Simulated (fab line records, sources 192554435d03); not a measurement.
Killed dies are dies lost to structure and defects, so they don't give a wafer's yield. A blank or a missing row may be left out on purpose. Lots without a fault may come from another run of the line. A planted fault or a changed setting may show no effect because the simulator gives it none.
fab line records | flow n5_finfet
record lots=5 wafers=15 last_day=17
route steps=1938 shown BEOL_M0@731 BEOL_M1@751
lots that met no fault: from a run of the same line without faults
start_h: hours from the record's first day to the start of the lot's first wafer shown | wait_h: hours since the lot's step before | " the same as in the row above | L1.1+2: a row that stands for several wafers | - no value, or no start given | * or withheld: withheld | < > ~ a bound
route shown NAME@n: a module of which the file shows steps, and the number in the route of the first | usual: mean/standard deviation of fault-free wafers | same: alike in all rows | chamber/n: place in a boat | sites: the reading at each site | _std_site: their standard deviation | _edge_site: outer sites' mean less inner sites' | radius_mm: how far each site lies from the wafer's centre | mask NAME#n: copy n | behind: the tool/chamber that last shaped the wafer | hold: why the lot was held/for how many hours/how that ended | device: the transistor (n, p or np) that didn't switch | end of line: the same wafers' tests at the end of the route | a step without rows: its recipe alone | killed: dies lost to structure and defects at the first sort, not the wafer's yield | map: a wafer's dies, x killed, . not, _ none there
set.NAME: the setting as run; set.NAME@STEP: as run at that earlier step | model.NAME: the simulator's own value behind a step, which no gauge read
lots at some steps of the route; a table a step, a row a wafer
services: from which hour (start_h, from the record's first day; less than 0 if before it) a tool's chamber was out of use, for how many hours, and why
## steps
# step N5_BEOL_M0_ALD_136
# recipe material=TaN target_thk_a=* temp_c=275 ald_precursor_family=PDMAT ald_co_reactant=NH3 pressure_torr=3 carrier_flow_sccm=1500 pulse_time_s=2 purge_time_s=3 co_reactant_purge_time_s=2 co_reactant_pulse_time_s=3 ald_cycles=30 precursor_vessel_temp_c=75 precursor_vessel_pressure_torr=26.25 precursor_vessel_carrier_sccm=1000
# usual chamber_pressure_Torr=3.000/0.0056 heater_power_w=411/51 susceptor_temp_C=275.01/0.19
# columns lot.wafer tool chamber start_h wait_h chamber_pressure_Torr heater_power_w susceptor_temp_C
L080.1 ald_metal-03 3 155.06 0.0 3.002 446 274.91
L080.4 " 2 " " 3.008 314 275.07
L080.5 " 1 " " 2.992 406 274.71
L085.4 ald_metal-03 1 179.96 0.0 2.998 403 274.64
L085.5 " 3 " " 3.006 447 275.24
L085.6 " 2 " " 3.008 317 275.35
L087.1 ald_metal-02 3 198.54 0.3 3.010 409 274.83
L087.2 " 0 " " 2.991 510 275.29
L087.6 " 1 " " 3.006 358 275.38
L089.3 ald_metal-02 0 206.03 0.2 3.004 510 274.89
L089.4 " 1 " " 3.009 347 275.19
L089.5 " 1 " " 2.991 355 274.95
L093.3 ald_metal-03 1 227.88 0.1 2.995 406 274.70
L093.4 " 2 " " 2.993 318 275.16
L093.6 " 2 " " 3.009 315 275.07
# step N5_BEOL_M0_SURFACE_TREAT_137
# recipe gas=Ar time_s=* ion_energy_ev=* ion_current_ma_cm2=0.5 pressure_mtorr=* ar_flow_sccm=30
# usual throttle_valve_pct=*
# columns lot.wafer tool chamber start_h wait_h throttle_valve_pct
L080.1 pvd_sputter-02 - 155.52 0.4 *
L080.4 " - " " *
L080.5 " - " " *
L085.4 pvd_sputter-01 - 180.34 0.3 *
L085.5 " - " " *
L085.6 " - " " *
L087.1 pvd_sputter-03 - 198.79 0.2 *
L087.2 " - " " *
L087.6 " - " " *
L089.3 pvd_sputter-02 - 206.26 0.1 *
L089.4 " - " " *
L089.5 " - " " *
L093.3 pvd_sputter-03 - 228.24 0.3 *
L093.4 " - " " *
L093.6 " - " " *
# step N5_BEOL_M0_CVD_115
# recipe material=Co target_thk_a=* temp_c=withheld precursor=CCTBA/H2 pressure_torr=30 time_s=120
# usual chamber_pressure_Torr=30.00/0.071
# columns lot.wafer tool chamber start_h wait_h chamber_pressure_Torr
L080.1 cvd_co-02 0 156.28 0.7 30.08
L080.4 " 2 " " 29.97
L080.5 " 1 " " 29.94
L085.4 cvd_co-02 2 180.78 0.4 30.20
L085.5 " 0 " " 30.01
L085.6 " 1 " " 30.11
L087.1 cvd_co-02 2 198.91 0.1 30.05
L087.2 " 0 " " 30.05
L087.6 " 2 " " 29.93
L089.3 cvd_co-01 0 206.36 0.1 30.09
L089.4 " 2 " " 29.90
L089.5 " 2 " " 29.98
L093.3 cvd_co-01 1 228.32 0.1 30.03
L093.4 " 1 " " 30.09
L093.6 " 0 " " 29.96
# step N5_BEOL_M0_SPUTTER_116
# recipe material=Cu target_thk_a=40 temp_c=-20 chamber_pressure_pa=0.07 power_w=withheld time_s=7.37
# usual susceptor_temp_C=-19.99/0.11 throttle_valve_pct=30.1/0.66
# columns lot.wafer tool chamber start_h wait_h susceptor_temp_C throttle_valve_pct
L080.1 pvd_sputter-03 - 156.47 0.2 -19.97 29.9
L080.4 " - " " -20.29 28.7
L080.5 " - " " -19.88 30.7
L085.4 pvd_sputter-03 - 181.04 0.2 -19.95 30.6
L085.5 " - " " -19.96 30.6
L085.6 " - " " -19.94 30.8
L087.1 pvd_sputter-02 - 200.53 1.6 -19.95 30.8
L087.2 " - " " -20.11 30.0
L087.6 " - " " -19.90 30.1
L089.3 pvd_sputter-03 - 206.48 0.1 -20.10 30.8
L089.4 " - " " -20.22 30.7
L089.5 " - " " -20.07 30.6
L093.3 pvd_sputter-01 - 229.83 1.5 -20.12 29.4
L093.4 " - " " -19.94 30.2
L093.6 " - " " -19.95 30.6
# step N5_BEOL_M0_ANNEAL_117
# recipe temp_c=400 time_s=60 ambient=vacuum
# usual heater_power_w=802/110 susceptor_temp_C=400.05/0.21
# columns lot.wafer tool chamber start_h wait_h heater_power_w susceptor_temp_C
L080.1 pvd_sputter-03 - 156.55 0.0 664 399.88
L080.4 " - " " 811 400.36
L080.5 " - " " 687 400.12
L085.4 pvd_sputter-03 - 181.12 0.0 709 400.20
L085.5 " - " " 956 399.89
L085.6 " - " " 689 400.22
L087.1 pvd_sputter-02 - 200.61 0.0 719 399.93
L087.2 " - " " 898 399.72
L087.6 " - " " 667 399.69
L089.3 pvd_sputter-03 - 206.56 0.0 697 400.11
L089.4 " - " " 949 400.26
L089.5 " - " " 681 400.11
L093.3 pvd_sputter-01 - 229.91 0.0 801 399.52
L093.4 " - " " 839 400.00
L093.6 " - " " 796 399.90
# step N5_BEOL_M0_SPUTTER_132
# recipe material=Cu target_thk_a=40 temp_c=-20 chamber_pressure_pa=0.07 power_w=withheld time_s=7.37
# usual susceptor_temp_C=-20.01/0.11 throttle_valve_pct=30.1/0.66
# columns lot.wafer tool chamber start_h wait_h susceptor_temp_C throttle_valve_pct
L080.1 pvd_sputter-03 - 156.59 0.0 -19.98 29.7
L080.4 " - " " -19.97 28.7
L080.5 " - " " -19.93 30.9
L085.4 pvd_sputter-03 - 181.16 0.0 -19.85 30.3
L085.5 " - " " -19.94 30.6
L085.6 " - " " -19.98 30.6
L087.1 pvd_sputter-02 - 200.65 0.0 -19.88 30.8
L087.2 " - " " -19.92 30.3
L087.6 " - " " -20.11 30.1
L089.3 pvd_sputter-03 - 206.60 0.0 -20.08 30.6
L089.4 " - " " -19.95 30.7
L089.5 " - " " -20.12 31.2
L093.3 pvd_sputter-01 - 229.95 0.0 -20.04 29.4
L093.4 " - " " -19.91 30.1
L093.6 " - " " -19.99 30.4
# step N5_BEOL_M0_ANNEAL_133
# recipe temp_c=400 time_s=60 ambient=vacuum
# usual heater_power_w=802/100 susceptor_temp_C=399.98/0.25
# columns lot.wafer tool chamber start_h wait_h heater_power_w susceptor_temp_C
L080.1 pvd_sputter-03 - 156.67 0.0 669 399.79
L080.4 " - " " 853 399.78
L080.5 " - " " 689 399.85
L085.4 pvd_sputter-03 - 181.24 0.0 700 400.01
L085.5 " - " " 948 399.97
L085.6 " - " " 706 399.94
L087.1 pvd_sputter-02 - 200.73 0.0 720 400.15
L087.2 " - " " 894 399.86
L087.6 " - " " 670 400.23
L089.3 pvd_sputter-03 - 206.68 0.0 706 400.17
L089.4 " - " " 934 399.87
L089.5 " - " " 695 399.91
L093.3 pvd_sputter-01 - 230.03 0.0 797 400.14
L093.4 " - " " 853 400.07
L093.6 " - " " 825 399.55
# step N5_BEOL_M0_SPUTTER_134
# recipe material=Cu target_thk_a=40 temp_c=-20 chamber_pressure_pa=0.07 power_w=withheld time_s=7.37
# usual susceptor_temp_C=-20.00/0.12 throttle_valve_pct=30.1/0.68
# columns lot.wafer tool chamber start_h wait_h susceptor_temp_C throttle_valve_pct
L080.1 pvd_sputter-03 - 156.71 0.0 -20.13 29.9
L080.4 " - " " -19.84 28.8
L080.5 " - " " -19.88 30.4
L085.4 pvd_sputter-03 - 181.28 0.0 -20.10 30.7
L085.5 " - " " -19.90 30.7
L085.6 " - " " -20.15 30.6
L087.1 pvd_sputter-02 - 200.77 0.0 -19.90 31.0
L087.2 " - " " -19.97 30.2
L087.6 " - " " -19.99 30.3
L089.3 pvd_sputter-03 - 206.72 0.0 -20.18 30.6
L089.4 " - " " -19.99 30.9
L089.5 " - " " -19.83 30.7
L093.3 pvd_sputter-01 - 230.07 0.0 -20.03 29.4
L093.4 " - " " -19.92 30.1
L093.6 " - " " -19.73 30.8
# step N5_BEOL_M0_ANNEAL_135
# recipe temp_c=400 time_s=60 ambient=vacuum
# usual heater_power_w=803/110 susceptor_temp_C=400.01/0.23
# columns lot.wafer tool chamber start_h wait_h heater_power_w susceptor_temp_C
L080.1 pvd_sputter-03 - 156.79 0.0 686 400.01
L080.4 " - " " 858 399.57
L080.5 " - " " 681 399.89
L085.4 pvd_sputter-03 - 181.36 0.0 697 400.35
L085.5 " - " " 947 399.85
L085.6 " - " " 719 400.00
L087.1 pvd_sputter-02 - 200.85 0.0 725 400.12
L087.2 " - " " 882 400.10
L087.6 " - " " 669 399.63
L089.3 pvd_sputter-03 - 206.80 0.0 699 399.95
L089.4 " - " " 936 399.95
L089.5 " - " " 687 400.06
L093.3 pvd_sputter-01 - 230.15 0.0 806 400.19
L093.4 " - " " 847 400.16
L093.6 " - " " 783 399.76
# step N5_BEOL_M0_SPUTTER_141
# recipe material=Cu target_thk_a=40 temp_c=-20 chamber_pressure_pa=0.07 power_w=withheld time_s=7.37
# usual susceptor_temp_C=-19.99/0.095 throttle_valve_pct=30.1/0.69
# columns lot.wafer tool chamber start_h wait_h susceptor_temp_C throttle_valve_pct
L080.1 pvd_sputter-03 - 156.83 0.0 -20.04 29.9
L080.4 " - " " -19.91 28.7
L080.5 " - " " -19.99 30.7
L085.4 pvd_sputter-03 - 181.40 0.0 -20.08 30.8
L085.5 " - " " -20.01 30.6
L085.6 " - " " -20.12 30.6
L087.1 pvd_sputter-02 - 200.89 0.0 -20.04 30.7
L087.2 " - " " -19.86 30.3
L087.6 " - " " -20.00 30.1
L089.3 pvd_sputter-03 - 206.84 0.0 -19.87 30.6
L089.4 " - " " -19.88 30.8
L089.5 " - " " -19.83 30.8
L093.3 pvd_sputter-01 - 230.19 0.0 -19.95 29.4
L093.4 " - " " -20.04 30.1
L093.6 " - " " -19.73 30.7
# step N5_BEOL_M0_ECD_118
# recipe material=Cu target_thk_a=3000
# columns lot.wafer tool chamber start_h wait_h
L080.1+4+5 ecd_cu-02 0,0,1 156.95 0.1
L085.4+5+6 ecd_cu-02 0,0,1 181.53 0.1
L087.1+2+6 ecd_cu-01 1,0,1 201.01 0.1
L089.3+4+5 ecd_cu-02 1,0,0 206.98 0.1
L093.3+4+6 ecd_cu-01 0,1,0 230.32 0.1
# step N5_BEOL_M0_ANNEAL_119
# recipe temp_c=225 time_s=90 ambient=N2
# usual anneal_temp_c_max=226.56/0.3 wafer_temp_C_max=226.12/0.24
# columns lot.wafer tool chamber start_h wait_h anneal_temp_c_max wafer_temp_C_max
L080.1 rtp_anneal-01 0 157.22 0.3 226.16 226.35
L080.4 " 0 " " 227.01 226.02
L080.5 " 0 " " 226.35 226.22
L085.4 rtp_anneal-02 0 181.85 0.3 226.78 225.93
L085.5 " 0 " " 226.87 226.17
L085.6 " 0 " " 226.65 226.30
L087.1 rtp_anneal-02 0 201.09 0.1 226.25 225.76
L087.2 " 0 " " 226.81 226.25
L087.6 " 0 " " 226.52 226.26
L089.3 rtp_anneal-02 0 207.69 0.7 226.68 226.27
L089.4 " 0 " " 226.83 226.02
L089.5 " 0 " " 226.84 225.90
L093.3 rtp_anneal-01 0 230.52 0.2 226.50 226.10
L093.4 " 0 " " 226.80 226.32
L093.6 " 0 " " 226.53 226.12
# step N5_BEOL_M0_CMP_120
# recipe stop_on=SiOC t_overpolish_s=6.9 down_force_psi=1 platen_rpm=50 clearing_platen_down_force_psi=1.5 clearing_platen_rpm=50 post_cmp_clean=cu_alkaline clearing_platen_pad_velocity_m_s=0.99484 pad_velocity_m_s=0.99484
# usual barrier_field_endpoint_s=3.67/0.16 motor_current_A=6.1/0.53 overpolish_run_s=6.900/0.0081 retaining_ring_pressure_frac=1.000/0.0046 time_to_endpoint_s=63/3.6
# columns lot.wafer tool chamber start_h wait_h barrier_field_endpoint_s motor_current_A overpolish_run_s retaining_ring_pressure_frac time_to_endpoint_s
L080.1 cmp-01 1 157.57 0.3 3.63 5.9 6.901 1.007 67
L080.4 " 2 " " 3.43 6.2 6.901 1.004 64
L080.5 " 0 " " 3.57 5.7 6.904 0.999 62
L085.4 cmp-03 1 182.11 0.2 3.50 6.8 6.913 0.995 65
L085.5 " 3 " " 3.55 7.5 6.905 1.002 62
L085.6 " 0 " " 3.58 6.1 6.895 0.997 63
L087.1 cmp-02 3 201.52 0.4 3.79 5.3 6.883 0.997 66
L087.2 " 0 " " 3.79 6.0 6.898 1.007 64
L087.6 " 2 " " 3.88 6.4 6.912 0.997 69
L089.4 cmp-01 0 208.03 0.2 3.98 5.5 6.893 0.998 64
L089.3 " 2 " " 3.81 6.1 6.893 0.994 64
L089.5 " 0 " " 4.02 5.3 6.901 1.000 65
L093.4 cmp-02 2 230.74 0.1 4.01 6.2 6.890 1.005 72
L093.3 " 0 " " 3.94 5.7 6.897 1.004 67
L093.6 " 2 " " 3.91 6.2 6.894 0.996 71
# step N5_BEOL_M0_PRE_CLEAN_131
# recipe gas=NH3/H2 time_s=15 temp_c=* rf_power_w=300
# usual heater_power_w=82/11 susceptor_temp_C=*
# columns lot.wafer tool chamber start_h wait_h heater_power_w susceptor_temp_C
L080.1 cvd_co-02 1 157.86 0.0 83 *
L080.4 " 1 " " 82 *
L080.5 " 0 " " 69 *
L085.4 cvd_co-02 1 182.39 0.1 84 *
L085.5 " 2 " " 98 *
L085.6 " 0 " " 70 *
L087.1 cvd_co-02 2 201.77 0.0 96 *
L087.2 " 0 " " 68 *
L087.6 " 2 " " 96 *
L089.3 cvd_co-02 1 208.32 0.0 83 *
L089.4 " 0 " " 68 *
L089.5 " 2 " " 95 *
L093.3 cvd_co-02 1 231.07 0.0 85 *
L093.4 " 1 " " 82 *
L093.6 " 2 " " 96 *
# step N5_BEOL_M0_CO_CAP_123
# recipe material=Co target_thk_a=20 temp_c=200 precursor=CCTBA/H2 pressure_torr=30 time_s=102.1
# usual chamber_pressure_Torr=30.00/0.062 heater_power_w=232/13 susceptor_temp_C=200.03/0.16
# columns lot.wafer tool chamber start_h wait_h chamber_pressure_Torr heater_power_w susceptor_temp_C
L080.1 cvd_co-02 1 157.90 0.0 30.04 229 199.99
L080.4 " 1 " " 30.02 235 200.11
L080.5 " 0 " " 29.83 212 200.07
L085.4 cvd_co-02 1 182.45 0.0 30.00 236 200.04
L085.5 " 2 " " 29.95 253 199.91
L085.6 " 0 " " 29.97 220 199.87
L087.1 cvd_co-02 2 201.81 0.0 30.07 246 200.01
L087.2 " 0 " " 30.02 224 200.05
L087.6 " 2 " " 29.89 251 199.95
L089.3 cvd_co-02 1 208.36 0.0 30.06 234 200.02
L089.4 " 0 " " 30.02 221 199.98
L089.5 " 2 " " 30.01 251 199.91
L093.3 cvd_co-02 1 231.11 0.0 29.95 235 200.33
L093.4 " 1 " " 29.88 237 200.45
L093.6 " 2 " " 29.95 252 200.13
# step N5_BEOL_M0_PRE_CLEAN_124
# recipe gas=NH3 time_s=15 temp_c=withheld rf_power_w=300
# columns lot.wafer tool chamber start_h wait_h
L080.1+4+5 pecvd-04 1,2,0 157.99 0.1
L085.4+5+6 pecvd-04 1,2,0 182.52 0.0
L087.1+2+6 pecvd-03 2,0,1 201.90 0.1
L089.3+4+5 pecvd-03 0,1,2 208.45 0.1
L093.3+4+6 pecvd-01 0,2,0 231.20 0.1
# step N5_BEOL_M0_DEP_125
# recipe material=SiCN target_thk_a=80 temp_c=withheld precursor=3MS/NH3 pressure_torr=3 rf_w=202 time_s=14
# usual chamber_pressure_Torr=2.999/0.0066 showerhead_plenum_p_Torr=3.663/0.012 throttle_valve_pct=9.2/0.39
# columns lot.wafer tool chamber start_h wait_h chamber_pressure_Torr showerhead_plenum_p_Torr throttle_valve_pct
L080.1 pecvd-04 1 158.02 0.0 2.997 3.686 8.7
L080.4 " 2 " " 2.998 3.649 9.0
L080.5 " 0 " " 2.999 3.648 9.4
L085.4 pecvd-04 1 182.55 0.0 2.993 3.679 9.0
L085.5 " 2 " " 2.983 3.642 9.3
L085.6 " 0 " " 3.000 3.647 9.4
L087.1 pecvd-03 2 201.93 0.0 2.987 3.662 8.2
L087.2 " 0 " " 3.006 3.667 9.8
L087.6 " 1 " " 3.007 3.671 9.5
L089.3 pecvd-03 0 208.48 0.0 2.994 3.666 9.9
L089.4 " 1 " " 3.002 3.674 9.4
L089.5 " 2 " " 2.993 3.671 8.6
L093.3 pecvd-01 0 231.23 0.0 2.997 3.652 9.7
L093.4 " 2 " " 3.002 3.672 8.9
L093.6 " 0 " " 2.995 3.646 9.8
# step N5_BEOL_M0_RS_MEAS_126
# recipe thk_meas_gauge=four-point-probe reads=Co_of_BEOL_M0_CO_CAP_123+Cu_of_BEOL_M0_ECD_118+Co_of_BEOL_M0_CVD_115+TaN_of_BEOL_M0_ALD_136
# usual M0_RS=0.528/0.02
# columns lot.wafer tool chamber start_h wait_h M0_RS[ohm/sq]
L080.1 film_metro-02 - 158.09 0.0 0.533
L080.4 " - " " 0.545
L080.5 " - " " 0.549
L085.4 film_metro-01 - 182.60 0.0 0.510
L085.5 " - " " 0.538
L085.6 " - " " 0.524
L087.1 film_metro-02 - 201.99 0.0 0.536
L087.2 " - " " 0.515
L087.6 " - " " 0.498
L089.3 film_metro-01 - 208.55 0.1 0.542
L089.4 " - " " 0.544
L089.5 " - " " 0.530
L093.3 film_metro-02 - 231.29 0.1 0.552
L093.4 " - " " 0.516
L093.6 " - " " 0.542
# step N5_BEOL_M0_INSPECT_127
# recipe inspect_instrument=darkfield mode=post_dep
# usual raw_defect_count=71/25
# columns lot.wafer tool chamber start_h wait_h raw_defect_count
L080.1 defect_inspect-01 - 158.11 0.0 44
L080.4 " - " " 51
L080.5 " - " " 56
L085.4 defect_inspect-02 - 182.63 0.0 62
L085.5 " - " " 37
L085.6 " - " " 76
L087.1 defect_inspect-02 - 202.02 0.0 77
L087.2 " - " " 69
L087.6 " - " " 51
L089.3 defect_inspect-02 - 208.57 0.0 55
L089.4 " - " " 76
L089.5 " - " " 71
L093.3 defect_inspect-02 - 231.32 0.0 77
L093.4 " - " " 88
L093.6 " - " " 114
# step N5_BEOL_M1_ILD_DEP_00
# recipe material=SiOC target_thk_a=790 temp_c=350 precursor=DEMS/O2 pressure_torr=5 rf_w=500 time_s=15.3
# usual chamber_pressure_Torr=5.000/0.012 heater_power_w=420/56 showerhead_plenum_p_Torr=5.695/0.019 susceptor_temp_C=349.99/0.21 throttle_valve_pct=12.1/0.5
# columns lot.wafer tool chamber start_h wait_h chamber_pressure_Torr heater_power_w showerhead_plenum_p_Torr susceptor_temp_C throttle_valve_pct
L080.1 pecvd-04 0 158.15 0.0 4.985 436 5.673 349.82 12.0
L080.4 " 0 " " 4.996 450 5.672 350.18 12.0
L080.5 " 1 " " 5.022 412 5.718 350.07 12.0
L085.4 pecvd-03 2 182.68 0.1 5.009 447 5.675 350.01 11.4
L085.5 " 1 " " 4.999 330 5.699 349.75 12.8
L085.6 " 0 " " 5.004 323 5.712 349.81 12.6
L087.1 pecvd-02 1 202.06 0.0 5.007 484 5.686 349.84 12.8
L087.2 " 0 " " 4.980 515 5.715 350.16 11.2
L087.6 " 0 " " 5.000 516 5.710 349.78 11.4
L089.3 pecvd-04 0 208.61 0.0 5.005 449 5.697 350.01 12.1
L089.4 " 0 " " 5.001 454 5.681 349.80 12.3
L089.5 " 1 " " 5.014 375 5.725 350.13 11.8
L093.3 pecvd-03 0 231.37 0.1 4.991 311 5.708 349.44 13.0
L093.4 " 2 " " 5.011 396 5.681 349.99 11.4
L093.6 " 0 " " 4.986 316 5.710 349.83 12.8
# step N5_BEOL_M1_THK_MEAS_01
# recipe reads=SiOC_of_BEOL_M1_ILD_DEP_00
# usual M1_ILD_THK=78.9/0.99
# columns lot.wafer tool chamber start_h wait_h M1_ILD_THK[nm]
L080.1 film_metro-02 - 158.22 0.0 77.9
L080.4 " - " " 79.9
L080.5 " - " " 79.0
L085.4 film_metro-01 - 182.73 0.0 80.3
L085.5 " - " " 78.7
L085.6 " - " " 79.4
L087.1 film_metro-01 - 202.12 0.0 78.3
L087.2 " - " " 77.9
L087.6 " - " " 80.4
L089.3 film_metro-01 - 208.68 0.1 78.8
L089.4 " - " " 80.7
L089.5 " - " " 79.5
L093.3 film_metro-02 - 231.44 0.1 79.1
L093.4 " - " " 78.2
L093.6 " - " " 78.9
# step N5_BEOL_M1_PECVD_72
# recipe material=SiO2 target_thk_a=160 temp_c=400 precursor=TEOS/O2 pressure_torr=5.5 rf_w=450 teos_flow_sccm=53.8 gas=O2 flow_sccm=3000 time_s=18
# usual chamber_pressure_Torr=5.500/0.011 heater_power_w=624/80 showerhead_plenum_p_Torr=8.79/0.062 susceptor_temp_C=400.01/0.21 throttle_valve_pct=22.8/1
# columns lot.wafer tool chamber start_h wait_h chamber_pressure_Torr heater_power_w showerhead_plenum_p_Torr susceptor_temp_C throttle_valve_pct
L080.1 pecvd-03 1 158.25 0.0 5.506 533 8.81 399.80 23.5
L080.4 " 2 " " 5.500 599 8.76 399.96 21.2
L080.5 " 0 " " 5.495 445 8.77 399.99 24.1
L085.4 pecvd-04 0 182.78 0.1 5.513 642 8.70 399.95 23.2
L085.5 " 1 " " 5.493 579 8.90 400.21 22.3
L085.6 " 2 " " 5.499 639 8.69 399.63 23.0
L087.1 pecvd-04 1 202.16 0.0 5.493 612 8.88 400.05 22.3
L087.2 " 2 " " 5.498 663 8.71 399.88 23.0
L087.6 " 0 " " 5.497 578 8.71 399.95 22.8
L089.3 pecvd-03 0 208.71 0.0 5.487 530 8.80 400.08 23.9
L089.4 " 1 " " 5.506 609 8.81 400.12 23.1
L089.5 " 2 " " 5.524 665 8.75 400.42 21.5
L093.3 pecvd-04 1 231.48 0.0 5.508 568 8.87 400.25 22.0
L093.4 " 0 " " 5.509 677 8.70 399.87 23.2
L093.6 " 1 " " 5.510 564 8.86 400.03 22.0
# step N5_BEOL_M1_HM_DEP_02
# recipe material=TiN target_thk_a=200 temp_c=25 chamber_pressure_pa=0.49996
# usual susceptor_temp_C=25.00/0.11 throttle_valve_pct=30.1/0.58
# columns lot.wafer tool chamber start_h wait_h susceptor_temp_C throttle_valve_pct
L080.1 pvd_sputter-01 - 158.51 0.2 24.95 30.1
L080.4 " - " " 24.97 29.8
L080.5 " - " " 25.05 30.7
L085.4 pvd_sputter-02 - 183.54 0.7 24.96 30.5
L085.5 " - " " 25.15 29.1
L085.6 " - " " 25.01 30.3
L087.1 pvd_sputter-01 - 202.66 0.5 24.83 30.5
L087.2 " - " " 24.95 30.4
L087.6 " - " " 25.04 29.4
L089.3 pvd_sputter-01 - 209.74 1.0 24.93 30.5
L089.4 " - " " 25.01 29.3
L089.5 " - " " 25.15 29.3
L093.3 pvd_sputter-03 - 232.91 1.4 25.00 29.8
L093.4 " - " " 24.97 28.7
L093.6 " - " " 25.09 30.9
# step N5_BEOL_M1_COAT_61
# recipe resist=SOC temp_c=250 time_s=60 spin_rpm=1500 resist_thk_nm=60
# usual spin_speed_rpm=1499.9/1
# columns lot.wafer tool chamber start_h wait_h spin_speed_rpm
L080.1 litho_track-01 0 158.64 0.1 1500.9
L080.4 " 0 " " 1501.1
L080.5 " 0 " " 1500.4
L085.4 litho_track-02 0 183.67 0.1 1499.4
L085.5 " 0 " " 1500.1
L085.6 " 0 " " 1499.3
L087.1 litho_track-01 0 202.79 0.1 1498.1
L087.2 " 0 " " 1499.3
L087.6 " 0 " " 1498.8
L089.3 litho_track-03 0 209.86 0.1 1500.2
L089.4 " 0 " " 1499.2
L089.5 " 0 " " 1500.4
L093.3 litho_track-01 0 233.03 0.1 1500.4
L093.4 " 0 " " 1499.0
L093.6 " 0 " " 1499.9
# step N5_BEOL_M1_COAT_62
# recipe resist=SiARC temp_c=220 time_s=60 spin_rpm=1500 resist_thk_nm=12
# usual spin_speed_rpm=1500.0/0.96
# columns lot.wafer tool chamber start_h wait_h spin_speed_rpm
L080.1 litho_track-01 0 - - 1498.0
L080.4 " 0 " " 1500.4
L080.5 " 0 " " 1499.5
L085.4 litho_track-02 0 - - 1500.3
L085.5 " 0 " " 1497.8
L085.6 " 0 " " 1498.7
L087.1 litho_track-01 0 - - 1501.1
L087.2 " 0 " " 1500.0
L087.6 " 0 " " 1500.4
L089.3 litho_track-03 0 - - 1500.1
L089.4 " 0 " " 1498.8
L089.5 " 0 " " 1499.3
L093.3 litho_track-01 0 - - 1498.7
L093.4 " 0 " " 1501.1
L093.6 " 0 " " 1499.5
# step N5_BEOL_M1_COAT_73
# recipe resist=underlayer temp_c=205 time_s=60 spin_rpm=1500 resist_thk_nm=5
# usual spin_speed_rpm=1500.2/1.1
# columns lot.wafer tool chamber start_h wait_h spin_speed_rpm
L080.1 litho_track-01 0 - - 1500.9
L080.4 " 0 " " 1501.8
L080.5 " 0 " " 1500.1
L085.4 litho_track-02 0 - - 1502.0
L085.5 " 0 " " 1500.6
L085.6 " 0 " " 1500.3
L087.1 litho_track-01 0 - - 1499.5
L087.2 " 0 " " 1500.7
L087.6 " 0 " " 1499.8
L089.3 litho_track-03 0 - - 1500.2
L089.4 " 0 " " 1500.3
L089.5 " 0 " " 1500.2
L093.3 litho_track-01 0 - - 1498.8
L093.4 " 0 " " 1499.0
L093.6 " 0 " " 1498.0
# step N5_BEOL_M1_COAT_05
# recipe resist=CAR-EUV spin_rpm=1500 resist_thk_nm=30
# usual spin_speed_rpm=1500.1/1
# columns lot.wafer tool chamber start_h wait_h spin_speed_rpm
L080.1 litho_track-01 0 - - 1499.1
L080.4 " 0 " " 1499.3
L080.5 " 0 " " 1500.2
L085.4 litho_track-02 0 - - 1500.7
L085.5 " 0 " " 1502.6
L085.6 " 0 " " 1501.3
L087.1 litho_track-01 0 - - 1500.2
L087.2 " 0 " " 1500.6
L087.6 " 0 " " 1500.7
L089.3 litho_track-03 0 - - 1500.5
L089.4 " 0 " " 1501.6
L089.5 " 0 " " 1499.5
L093.3 litho_track-01 0 - - 1500.3
L093.4 " 0 " " 1500.5
L093.6 " 0 " " 1499.1
# step N5_BEOL_M1_EBR_07
# recipe solvent=PGMEA ebr_width_mm=1.5
# columns lot.wafer tool chamber start_h wait_h
L080.1+4+5 litho_track-01 0 - -
L085.4+5+6 litho_track-02 0 - -
L087.1+2+6 litho_track-01 0 - -
L089.3+4+5 litho_track-03 0 - -
L093.3+4+6 litho_track-01 0 - -
# step N5_BEOL_M1_SOFTBAKE_06
# recipe temp_c=110 time_s=60 resist=CAR-EUV
# columns lot.wafer tool chamber start_h wait_h
L080.1+4+5 litho_track-01 0 - -
L085.4+5+6 litho_track-02 0 - -
L087.1+2+6 litho_track-01 0 - -
L089.3+4+5 litho_track-03 0 - -
L093.3+4+6 litho_track-01 0 - -
# step N5_BEOL_M1_EXPOSE_08
# recipe mask_id=M1 na=0.33 source_shape=dipole sigma_inner=0.369 sigma_outer=0.767 polarization=unpolarized dose_mj=33
# same sigma_inner=0.369
# columns lot.wafer tool chamber start_h wait_h mask
L080.1+4+5 euv_scanner-01 0 158.90 - M1#0
L085.4+5+6 euv_scanner-01 0 183.90 - M1#0
L087.1+2+6 euv_scanner-02 0 202.92 - M1#0
L089.3+4+5 euv_scanner-02 0 210.01 - M1#0
L093.3+4+6 euv_scanner-02 0 233.18 - M1#0
# step N5_BEOL_M1_PEB_09
# recipe peb_temp_c=100 peb_time_s=60 resist=CAR-EUV
# columns lot.wafer tool chamber start_h wait_h
L080.1+4+5 litho_track-01 0 158.96 0.1
L085.4+5+6 litho_track-02 0 183.94 0.0
L087.1+2+6 litho_track-01 0 202.98 0.1
L089.3+4+5 litho_track-03 0 210.06 0.0
L093.3+4+6 litho_track-01 0 233.23 0.0
# step N5_BEOL_M1_DEVELOP_10
# recipe develop_time_s=30 developer=TMAH resist=CAR-EUV rinse_liquid=surfactant_rinse dry=air_spin dev_temp_c=23
# columns lot.wafer tool chamber start_h wait_h
L080.1+4+5 litho_track-01 0 - -
L085.4+5+6 litho_track-02 0 - -
L087.1+2+6 litho_track-01 0 - -
L089.3+4+5 litho_track-03 0 - -
L093.3+4+6 litho_track-01 0 - -
## services
# columns tool chamber start_h hours kind
euv_scanner-01 - 132.75 1.0 pm
cmp-02 - 135.48 4.0 pm
pecvd-04 0 137.13 5.5 scheduled_down
ecd_cu-01 - 139.22 3.7 repair
euv_scanner-02 - 147.65 1.0 pm
cvd_co-02 - 150.86 0.7 repair
pvd_sputter-01 - 151.43 3.4 repair
cmp-02 - 156.69 0.8 repair
pecvd-03 2 164.67 13.1 repair
euv_scanner-02 - 166.41 4.6 pm
cmp-03 - 169.80 1.1 repair
litho_track-03 - 181.99 - consumable_replace:filter
euv_scanner-02 - 183.17 1.1 repair
cmp-03 - 183.45 1.4 repair
euv_scanner-01 - 187.69 1.0 repair
euv_scanner-01 - 188.90 1.0 pm
pecvd-04 - 189.42 0.3 repair
euv_scanner-02 - 192.83 1.5 repair
euv_scanner-02 - 196.34 3.4 repair
euv_scanner-02 - 203.80 1.0 pm
cmp-03 - 207.09 2.5 repair
pecvd-03 2 210.24 18.6 repair
cmp-03 - 217.92 4.0 pm
pecvd-03 1 230.40 2.1 scheduled_down
## key
fault none
